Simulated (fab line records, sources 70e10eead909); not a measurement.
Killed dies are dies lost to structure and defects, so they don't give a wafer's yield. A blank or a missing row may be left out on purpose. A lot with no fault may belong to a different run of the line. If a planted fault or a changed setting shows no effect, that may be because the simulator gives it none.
Which tool was responsible? / flow nand-harc / 36 wafers from 12 lots sampled at 4 of the route's 1302 steps

## WHAT EACH GAUGE READ, for each wafer
The record lacks any reading of a measuring or inspecting step that a usual standard deviation could be used to judge.

## WHICH TOOL RAN EACH LOT (tool, then ch and the chambers of the sampled wafers, then the start)
lot=L452; NHARC_A_CHANNEL_HOLE_D2_ETCH_24=har-etch-02 ch 0,1, day 13 07:54; NHARC_A_CHANNEL_HOLE_D2_STRIP_28=rie-diel-11 ch 2,3, day 14 00:28 or earlier; NHARC_A_CHANNEL_FILL_D2_ALD_16=ald-hk-04 ch 0,1,3, day 14 00:28; NHARC_A_CHANNEL_FILL_D2_CMP_10=cmp-04 ch 1,2,3, day 15 11:13
lot=L454; NHARC_A_CHANNEL_HOLE_D2_ETCH_24=har-etch-01 ch 0,1, day 14 12:41; NHARC_A_CHANNEL_HOLE_D2_STRIP_28=rie-diel-02 ch 0,3, day 15 04:40 or earlier; NHARC_A_CHANNEL_FILL_D2_ALD_16=ald-hk-04 ch 2,3, day 15 04:40; NHARC_A_CHANNEL_FILL_D2_CMP_10=cmp-01 ch 0,1, day 16 16:12
lot=L455; NHARC_A_CHANNEL_HOLE_D2_ETCH_24=har-etch-01 ch 0,1, day 14 17:14; NHARC_A_CHANNEL_HOLE_D2_STRIP_28=rie-diel-11 ch 0,1, day 15 08:54 or earlier; NHARC_A_CHANNEL_FILL_D2_ALD_16=ald-hk-03 ch 0,2,3, day 15 08:54; NHARC_A_CHANNEL_FILL_D2_CMP_10=cmp-01 ch 1,2,3, day 16 21:16
lot=L456; NHARC_A_CHANNEL_HOLE_D2_ETCH_24=har-etch-01 ch 0,1, day 15 05:13; NHARC_A_CHANNEL_HOLE_D2_STRIP_28=rie-diel-04 ch 0,2,3, day 15 20:59 or earlier; NHARC_A_CHANNEL_FILL_D2_ALD_16=ald-hk-03 ch 1,2,3, day 15 20:59; NHARC_A_CHANNEL_FILL_D2_CMP_10=cmp-01 ch 0,1,2, day 17 08:31
lot=L458; NHARC_A_CHANNEL_HOLE_D2_ETCH_24=har-etch-01 ch 0,1, day 15 09:07; NHARC_A_CHANNEL_HOLE_D2_STRIP_28=rie-diel-04 ch 1,2,3, day 16 01:14 or earlier; NHARC_A_CHANNEL_FILL_D2_ALD_16=ald-hk-03 ch 0,1,3, day 16 01:14; NHARC_A_CHANNEL_FILL_D2_CMP_10=cmp-02 ch 0,2,3, day 17 15:17
lot=L459; NHARC_A_CHANNEL_HOLE_D2_ETCH_24=har-etch-02 ch 0,1, day 16 06:52; NHARC_A_CHANNEL_HOLE_D2_STRIP_28=rie-diel-11 ch 1,3, day 16 22:49 or earlier; NHARC_A_CHANNEL_FILL_D2_ALD_16=ald-hk-03 ch 0,3, day 16 22:49; NHARC_A_CHANNEL_FILL_D2_CMP_10=cmp-04 ch 2,3, day 18 11:25
lot=L460; NHARC_A_CHANNEL_HOLE_D2_ETCH_24=har-etch-01 ch 0,1, day 16 08:32; NHARC_A_CHANNEL_HOLE_D2_STRIP_28=rie-diel-04 ch 0,1,3, day 16 23:00 or earlier; NHARC_A_CHANNEL_FILL_D2_ALD_16=ald-hk-03 ch 2,3, day 16 23:00; NHARC_A_CHANNEL_FILL_D2_CMP_10=cmp-01 ch 0,1,2, day 18 11:27
lot=L466; NHARC_A_CHANNEL_HOLE_D2_ETCH_24=har-etch-02 ch 0,1, day 19 11:34; NHARC_A_CHANNEL_HOLE_D2_STRIP_28=rie-diel-11 ch 0,2,3, day 20 03:21 or earlier; NHARC_A_CHANNEL_FILL_D2_ALD_16=ald-hk-03 ch 1,2,3, day 20 03:21; NHARC_A_CHANNEL_FILL_D2_CMP_10=cmp-04 ch 0,2,3, day 21 14:23
lot=L470; NHARC_A_CHANNEL_HOLE_D2_ETCH_24=har-etch-01 ch 0,1, day 20 23:39; NHARC_A_CHANNEL_HOLE_D2_STRIP_28=rie-diel-11 ch 1,2,3, day 21 15:59 or earlier; NHARC_A_CHANNEL_FILL_D2_ALD_16=ald-hk-03 ch 0,1, day 21 15:59; NHARC_A_CHANNEL_FILL_D2_CMP_10=cmp-02 ch 1,2,3, day 23 04:17
lot=L471; NHARC_A_CHANNEL_HOLE_D2_ETCH_24=har-etch-01 ch 0,1, day 21 04:55; NHARC_A_CHANNEL_HOLE_D2_STRIP_28=rie-diel-04 ch 2,3, day 21 20:41 or earlier; NHARC_A_CHANNEL_FILL_D2_ALD_16=ald-hk-03 ch 1,2, day 21 20:41; NHARC_A_CHANNEL_FILL_D2_CMP_10=cmp-02 ch 0,1,3, day 23 10:25
lot=L472; NHARC_A_CHANNEL_HOLE_D2_ETCH_24=har-etch-02 ch 0,1, day 21 06:49; NHARC_A_CHANNEL_HOLE_D2_STRIP_28=rie-diel-02 ch 0,1,3, day 21 20:41 or earlier; NHARC_A_CHANNEL_FILL_D2_ALD_16=ald-hk-02 ch 1,2,3, day 21 20:41; NHARC_A_CHANNEL_FILL_D2_CMP_10=cmp-01 ch 0,1,2, day 23 10:20
lot=L475; NHARC_A_CHANNEL_HOLE_D2_ETCH_24=har-etch-01 ch 0,1, day 22 16:54; NHARC_A_CHANNEL_HOLE_D2_STRIP_28=rie-diel-04 ch 0,1,2, day 23 07:49 or earlier; NHARC_A_CHANNEL_FILL_D2_ALD_16=ald-hk-03 ch 1,3, day 23 07:49; NHARC_A_CHANNEL_FILL_D2_CMP_10=cmp-04 ch 0,1,2, day 24 20:02
- NHARC_A_CHANNEL_HOLE_D2_ETCH_24: etches the open film in C4F8/O2/Ar, time 906.2 s, target depth 1500 nm.
- NHARC_A_CHANNEL_HOLE_D2_STRIP_28: strips in O2.
- NHARC_A_CHANNEL_FILL_D2_ALD_16: deposits SiO2, target thk 1.5 nm, pulse time 10 s, ald cycles 15.
- NHARC_A_CHANNEL_FILL_D2_CMP_10: polishes, target thk 150 nm.

## AS READ BY THE TOOLS THEMSELVES (means over the sampled wafers that have a number; for cases with no such wafer, the mark the record gives instead)
NHARC_A_CHANNEL_HOLE_D2_ETCH_24. Usual: chamber-pressure-mTorr 19.999 mTorr, standard deviation 0.017; drypump-motor-current-A 5.5 A, standard deviation 0.31; he-backside-leak-sccm 6.7 sccm, standard deviation 0.84; showerhead-plenum-p-Torr 3.62 Torr, standard deviation 0.098; throttle-valve-pct 32.235 %, standard deviation 0.0099.
lot=L452; tool=har-etch-02; chamber-pressure-mTorr (mTorr)=19.972; drypump-motor-current-A (A)=5.7; he-backside-leak-sccm (sccm)=7.2; showerhead-plenum-p-Torr (Torr)=3.73; throttle-valve-pct (%)=32.239; flag=
lot=L454; tool=har-etch-01; chamber-pressure-mTorr (mTorr)=20.007; drypump-motor-current-A (A)=5.3; he-backside-leak-sccm (sccm)=6.4; showerhead-plenum-p-Torr (Torr)=3.56; throttle-valve-pct (%)=32.234; flag=
lot=L455; tool=har-etch-01; chamber-pressure-mTorr (mTorr)=19.998; drypump-motor-current-A (A)=5.3; he-backside-leak-sccm (sccm)=6.2; showerhead-plenum-p-Torr (Torr)=3.55; throttle-valve-pct (%)=32.233; flag=
lot=L456; tool=har-etch-01; chamber-pressure-mTorr (mTorr)=19.990; drypump-motor-current-A (A)=5.3; he-backside-leak-sccm (sccm)=8.2; showerhead-plenum-p-Torr (Torr)=3.60; throttle-valve-pct (%)=32.226; flag=
lot=L458; tool=har-etch-01; chamber-pressure-mTorr (mTorr)=20.000; drypump-motor-current-A (A)=5.3; he-backside-leak-sccm (sccm)=6.6; showerhead-plenum-p-Torr (Torr)=3.60; throttle-valve-pct (%)=32.244; flag=
lot=L459; tool=har-etch-02; chamber-pressure-mTorr (mTorr)=20.012; drypump-motor-current-A (A)=5.9; he-backside-leak-sccm (sccm)=7.4; showerhead-plenum-p-Torr (Torr)=3.71; throttle-valve-pct (%)=32.235; flag=
lot=L460; tool=har-etch-01; chamber-pressure-mTorr (mTorr)=20.004; drypump-motor-current-A (A)=5.2; he-backside-leak-sccm (sccm)=6.6; showerhead-plenum-p-Torr (Torr)=3.54; throttle-valve-pct (%)=32.230; flag=
lot=L466; tool=har-etch-02; chamber-pressure-mTorr (mTorr)=19.997; drypump-motor-current-A (A)=5.9; he-backside-leak-sccm (sccm)=5.8; showerhead-plenum-p-Torr (Torr)=3.69; throttle-valve-pct (%)=32.230; flag=
lot=L470; tool=har-etch-01; chamber-pressure-mTorr (mTorr)=20.002; drypump-motor-current-A (A)=5.3; he-backside-leak-sccm (sccm)=8.5; showerhead-plenum-p-Torr (Torr)=3.55; throttle-valve-pct (%)=32.235; flag=
lot=L471; tool=har-etch-01; chamber-pressure-mTorr (mTorr)=20.010; drypump-motor-current-A (A)=5.3; he-backside-leak-sccm (sccm)=6.8; showerhead-plenum-p-Torr (Torr)=3.55; throttle-valve-pct (%)=32.230; flag=
lot=L472; tool=har-etch-02; chamber-pressure-mTorr (mTorr)=20.004; drypump-motor-current-A (A)=5.7; he-backside-leak-sccm (sccm)=6.3; showerhead-plenum-p-Torr (Torr)=3.67; throttle-valve-pct (%)=32.234; flag=
lot=L475; tool=har-etch-01; chamber-pressure-mTorr (mTorr)=20.007; drypump-motor-current-A (A)=5.3; he-backside-leak-sccm (sccm)=7.0; showerhead-plenum-p-Torr (Torr)=3.49; throttle-valve-pct (%)=32.232; flag=

NHARC_A_CHANNEL_HOLE_D2_STRIP_28. Usual: chamber-pressure-mTorr 60.00 mTorr, standard deviation 0.06; drypump-motor-current-A 5.8 A, standard deviation 0.4; oes-product-au 1.002 a.u., standard deviation 0.011; rf-vpp-V 57.9 V, standard deviation 0.87; showerhead-plenum-p-Torr 3.57 Torr, standard deviation 0.12; throttle-valve-pct 17.035 %, standard deviation 0.01.
lot=L452; tool=rie-diel-11; chamber-pressure-mTorr (mTorr)=60.00; drypump-motor-current-A (A)=5.9; oes-product-au (a.u.)=1.006; rf-vpp-V (V)=58.8; showerhead-plenum-p-Torr (Torr)=3.70; throttle-valve-pct (%)=17.032; flag=
lot=L454; tool=rie-diel-02; chamber-pressure-mTorr (mTorr)=59.97; drypump-motor-current-A (A)=5.4; oes-product-au (a.u.)=0.998; rf-vpp-V (V)=59.0; showerhead-plenum-p-Torr (Torr)=3.70; throttle-valve-pct (%)=17.044; flag=
lot=L455; tool=rie-diel-11; chamber-pressure-mTorr (mTorr)=60.07; drypump-motor-current-A (A)=6.2; oes-product-au (a.u.)=1.022; rf-vpp-V (V)=58.0; showerhead-plenum-p-Torr (Torr)=3.65; throttle-valve-pct (%)=17.026; flag=
lot=L456; tool=rie-diel-04; chamber-pressure-mTorr (mTorr)=59.99; drypump-motor-current-A (A)=5.7; oes-product-au (a.u.)=1.005; rf-vpp-V (V)=57.7; showerhead-plenum-p-Torr (Torr)=3.47; throttle-valve-pct (%)=17.042; flag=
lot=L458; tool=rie-diel-04; chamber-pressure-mTorr (mTorr)=59.99; drypump-motor-current-A (A)=5.8; oes-product-au (a.u.)=0.998; rf-vpp-V (V)=58.3; showerhead-plenum-p-Torr (Torr)=3.44; throttle-valve-pct (%)=17.040; flag=
lot=L459; tool=rie-diel-11; chamber-pressure-mTorr (mTorr)=59.96; drypump-motor-current-A (A)=5.8; oes-product-au (a.u.)=1.007; rf-vpp-V (V)=58.6; showerhead-plenum-p-Torr (Torr)=3.58; throttle-valve-pct (%)=17.041; flag=
lot=L460; tool=rie-diel-04; chamber-pressure-mTorr (mTorr)=59.99; drypump-motor-current-A (A)=5.8; oes-product-au (a.u.)=0.997; rf-vpp-V (V)=58.0; showerhead-plenum-p-Torr (Torr)=3.51; throttle-valve-pct (%)=17.029; flag=
lot=L466; tool=rie-diel-11; chamber-pressure-mTorr (mTorr)=59.98; drypump-motor-current-A (A)=6.2; oes-product-au (a.u.)=0.999; rf-vpp-V (V)=58.5; showerhead-plenum-p-Torr (Torr)=3.66; throttle-valve-pct (%)=17.041; flag=
lot=L470; tool=rie-diel-11; chamber-pressure-mTorr (mTorr)=60.02; drypump-motor-current-A (A)=5.9; oes-product-au (a.u.)=0.998; rf-vpp-V (V)=57.2; showerhead-plenum-p-Torr (Torr)=3.65; throttle-valve-pct (%)=17.039; flag=
lot=L471; tool=rie-diel-04; chamber-pressure-mTorr (mTorr)=60.00; drypump-motor-current-A (A)=5.5; oes-product-au (a.u.)=1.003; rf-vpp-V (V)=58.3; showerhead-plenum-p-Torr (Torr)=3.48; throttle-valve-pct (%)=17.035; flag=
lot=L472; tool=rie-diel-02; chamber-pressure-mTorr (mTorr)=59.99; drypump-motor-current-A (A)=5.7; oes-product-au (a.u.)=1.003; rf-vpp-V (V)=57.4; showerhead-plenum-p-Torr (Torr)=3.62; throttle-valve-pct (%)=17.031; flag=
lot=L475; tool=rie-diel-04; chamber-pressure-mTorr (mTorr)=60.00; drypump-motor-current-A (A)=5.9; oes-product-au (a.u.)=1.001; rf-vpp-V (V)=57.7; showerhead-plenum-p-Torr (Torr)=3.42; throttle-valve-pct (%)=17.029; flag=

NHARC_A_CHANNEL_FILL_D2_ALD_16. Usual: heater-power-w 431 W, standard deviation 44; precursor-pulse-height-rel 0.999, standard deviation 0.019.
lot=L452; tool=ald-hk-04; heater-power-w (W)=454; precursor-pulse-height-rel=0.994; flag=
lot=L454; tool=ald-hk-04; heater-power-w (W)=465; precursor-pulse-height-rel=1.007; flag=
lot=L455; tool=ald-hk-03; heater-power-w (W)=422; precursor-pulse-height-rel=0.986; flag=
lot=L456; tool=ald-hk-03; heater-power-w (W)=434; precursor-pulse-height-rel=0.990; flag=
lot=L458; tool=ald-hk-03; heater-power-w (W)=451; precursor-pulse-height-rel=1.005; flag=
lot=L459; tool=ald-hk-03; heater-power-w (W)=434; precursor-pulse-height-rel=0.993; flag=
lot=L460; tool=ald-hk-03; heater-power-w (W)=405; precursor-pulse-height-rel=0.990; flag=
lot=L466; tool=ald-hk-03; heater-power-w (W)=425; precursor-pulse-height-rel=0.996; flag=
lot=L470; tool=ald-hk-03; heater-power-w (W)=436; precursor-pulse-height-rel=0.990; flag=
lot=L471; tool=ald-hk-03; heater-power-w (W)=421; precursor-pulse-height-rel=0.999; flag=
lot=L472; tool=ald-hk-02; heater-power-w (W)=418; precursor-pulse-height-rel=0.997; flag=
lot=L475; tool=ald-hk-03; heater-power-w (W)=451; precursor-pulse-height-rel=0.986; flag=

NHARC_A_CHANNEL_FILL_D2_CMP_10. Usual: motor-current-A 12.3 A, standard deviation 1.2; pad-life-wafers 188, standard deviation 100; time-to-endpoint-s 14.4 s, standard deviation 2.6.
lot=L452; tool=cmp-04; motor-current-A (A)=12.4; pad-life-wafers=170; time-to-endpoint-s (s)=15.7; flag=
lot=L454; tool=cmp-01; motor-current-A (A)=11.5; pad-life-wafers=318; time-to-endpoint-s (s)=16.8; flag=
lot=L455; tool=cmp-01; motor-current-A (A)=12.4; pad-life-wafers=339; time-to-endpoint-s (s)=16.3; flag=
lot=L456; tool=cmp-01; motor-current-A (A)=11.6; pad-life-wafers=31; time-to-endpoint-s (s)=12.4; flag=
lot=L458; tool=cmp-02; motor-current-A (A)=12.1; pad-life-wafers=223; time-to-endpoint-s (s)=13.1; flag=
lot=L459; tool=cmp-04; motor-current-A (A)=12.5; pad-life-wafers=36; time-to-endpoint-s (s)=14.8; flag=
lot=L460; tool=cmp-01; motor-current-A (A)=11.7; pad-life-wafers=140; time-to-endpoint-s (s)=11.7; flag=
lot=L466; tool=cmp-04; motor-current-A (A)=13.1; pad-life-wafers=367; time-to-endpoint-s (s)=11.6; flag=
lot=L470; tool=cmp-02; motor-current-A (A)=12.3; pad-life-wafers=8; time-to-endpoint-s (s)=14.8; flag=
lot=L471; tool=cmp-02; motor-current-A (A)=11.6; pad-life-wafers=45; time-to-endpoint-s (s)=15.4; flag=
lot=L472; tool=cmp-01; motor-current-A (A)=12.3; pad-life-wafers=199; time-to-endpoint-s (s)=10.7; flag=
lot=L475; tool=cmp-04; motor-current-A (A)=12.9; pad-life-wafers=242; time-to-endpoint-s (s)=13.0; flag=

## THE ANSWER, worked out from the rows above alone
Rule: take the mean of a lot's wafers that have a number; if it is more than 3 standard deviations from the usual mean, the lot is off. Also off: a lot with no number at a reading for which 4 or more lots have one. All remaining lots with rows at the step are treated as sound. First the gauges in route order, then the tools' own readings, where a lot's mean is used as printed above. At the first step where some lot is off, the reading lying furthest off is the one used; lots without a number count as furthest.
Across all readings shown, no lot is off: no conclusion can be drawn from this.

## WHAT THE SIMULATOR HAD PUT IN
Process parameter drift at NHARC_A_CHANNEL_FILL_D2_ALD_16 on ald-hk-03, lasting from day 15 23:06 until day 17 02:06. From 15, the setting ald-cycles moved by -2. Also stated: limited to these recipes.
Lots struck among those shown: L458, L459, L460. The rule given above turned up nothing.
